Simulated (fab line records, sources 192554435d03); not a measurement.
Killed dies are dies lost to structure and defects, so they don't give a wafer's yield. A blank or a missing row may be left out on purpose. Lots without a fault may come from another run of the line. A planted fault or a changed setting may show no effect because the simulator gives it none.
Split-lot experiment | flow n5_finfet | 7 lots, 21 wafers read, on a route of 1938 steps

THE SPLIT
At N5_SDB_COAT_03 (time 60 s, resist thk 100 nm), the setting spin_rpm was moved away from the recipe's 1500 rpm on 8 of the 21 wafers read, by -9.8% to +9.1%. The other wafers ran this setting at the recipe's value.

FROM THE SPLIT TO THE READING: what the file shows between them, 4 steps
- N5_SDB_ETCH_17: etches SiARC in CF4, target depth 23.4 nm, time 39 s (also split here: bias_w)
- N5_SDB_ETCH_18: etches SOC in N2/H2, target depth 100 nm, overetch 20 nm, time 150 s
- N5_SDB_STRIP_19: strips in N2/H2
- N5_SDB_STRIP_21: strips in CF4

THE READING
SOC_of_SDB_COAT_03.thk_nm (the simulator's own value, which no gauge read), in nm, at N5_SDB_HM_OPEN_20 (chemistry CH3F/O2, target SiNx, stops on poly-Si, target depth 24 nm). The file gives no usual value for it. The 13 wafers here that ran the recipe average 84.0 nm, standard deviation 0.19 nm.

wafer  | tool, chamber at the split | spin_rpm as run, rpm | against the recipe | SOC_of_SDB_COAT_03.thk_nm, nm | against lot-mates on the recipe
L079.1 | litho_track-03, 0          | 1500                 | recipe             | 84.2                          | -
L079.6 | litho_track-03, 0          | 1500                 | recipe             | 84.2                          | -
L079.4 | litho_track-03, 0          | 1424                 | -5.1%              | 86.6                          | +2.4
L080.1 | litho_track-03, 0          | 1500                 | recipe             | 84                            | -
L080.5 | litho_track-03, 0          | 1500                 | recipe             | 83.8                          | -
L080.6 | litho_track-03, 0          | 1500                 | recipe             | 83.8                          | -
L082.1 | litho_track-04, 0          | 1500                 | recipe             | 83.6                          | -
L082.2 | litho_track-04, 0          | 1627                 | +8.5%              | 80                            | -3.8
L082.6 | litho_track-04, 0          | 1500                 | recipe             | 84                            | -
L084.2 | litho_track-04, 0          | 1500                 | recipe             | 84.2                          | -
L084.3 | litho_track-04, 0          | 1384                 | -7.7%              | 88.8                          | +4.6
L084.4 | litho_track-04, 0          | 1384                 | -7.7%              | 88.4                          | +4.2
L087.1 | litho_track-05, 0          | 1500                 | recipe             | 84.2                          | -
L087.4 | litho_track-05, 0          | 1500                 | recipe             | 83.8                          | -
L087.6 | litho_track-05, 0          | 1569                 | +4.6%              | 82                            | -2.0
L089.3 | litho_track-05, 0          | 1636                 | +9.1%              | 79.6                          | -4.4
L089.4 | litho_track-05, 0          | 1500                 | recipe             | 84                            | -
L089.5 | litho_track-05, 0          | 1500                 | recipe             | 84                            | -
L095.1 | litho_track-05, 0          | 1353                 | -9.8%              | 89.6                          | +5.4
L095.3 | litho_track-05, 0          | 1500                 | recipe             | 84.2                          | -
L095.6 | litho_track-05, 0          | 1353                 | -9.8%              | 89                            | +4.8

THE FIT
A straight line over all 21 wafers: SOC_of_SDB_COAT_03.thk_nm changes by -0.525 nm for each +1% of spin_rpm; r = -0.99; the points scatter about the line by 0.29 nm.
The same after taking each lot's own level away (the mean of its wafers on the recipe; 21 wafers): -0.507 nm for each +1%; r = -1.00; scatter 0.25 nm.
On that fit, the largest move of spin_rpm shifts the reading by 5 nm.
The lots' own levels span 83.80 to 84.20 nm, that is 2.1 times the standard deviation above.
So the lot-to-lot level changes the slope little: the two slopes agree.
Check: with one of the wafers moved furthest among these (-9.8%) left out of the fit, the line predicts +4.98 nm for it against its lot-mates. It came out at +5.4 nm against them.

OTHER SPLITS ON THESE WAFERS
These wafers also went through other splits before the reading. Each is held against what the fit with the lots' levels taken away leaves over:
other split on the same wafers | wafers away from the commonest value | r with SOC_of_SDB_COAT_03.thk_nm (lot level and that fit taken away)
N5_DUMMY_GATE_ETCH_37 source_w | 4                                    | +0.08
N5_SD_EPI_P_COAT_35 spin_rpm   | 5                                    | +0.08
N5_SD_EPI_P_PEB_07 peb_time_s  | 6                                    | -0.11
N5_SDB_ETCH_17 bias_w          | 7                                    | +0.05

THE WHOLE CHAIN: every reading that the file lists as answering this split, in the file's order
step              | what it does                                                         | reading                                                                    | change (the file's fit)               | r (the file's)
N5_SDB_COAT_03    | time 60 s, resist thk 100 nm                                         | SOC_of_SDB_COAT_03.thk_nm (the simulator's own value, which no gauge read) | -0.491 nm for each +1% of the setting | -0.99
N5_SDB_ETCH_18    | etches SOC in N2/H2, target depth 100 nm, overetch 20 nm, time 150 s | etch.depth_nm (the simulator's own value, which no gauge read)             | -0.5 nm for each +1% of the setting   | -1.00
N5_SDB_HM_OPEN_20 | chemistry CH3F/O2, target SiNx, stops on poly-Si, target depth 24 nm | SOC_of_SDB_COAT_03.thk_nm (the simulator's own value, which no gauge read) | -0.498 nm for each +1% of the setting | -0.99
N5_SDB_STRIP_22   | strips in N2/H2                                                      | strip_time_to_endpoint_s                                                   | withheld for each +1% of the setting  | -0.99

THE FILE'S OWN FIT
SOC_of_SDB_COAT_03.thk_nm changes by -0.498 nm for each +1% of spin_rpm, r = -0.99.
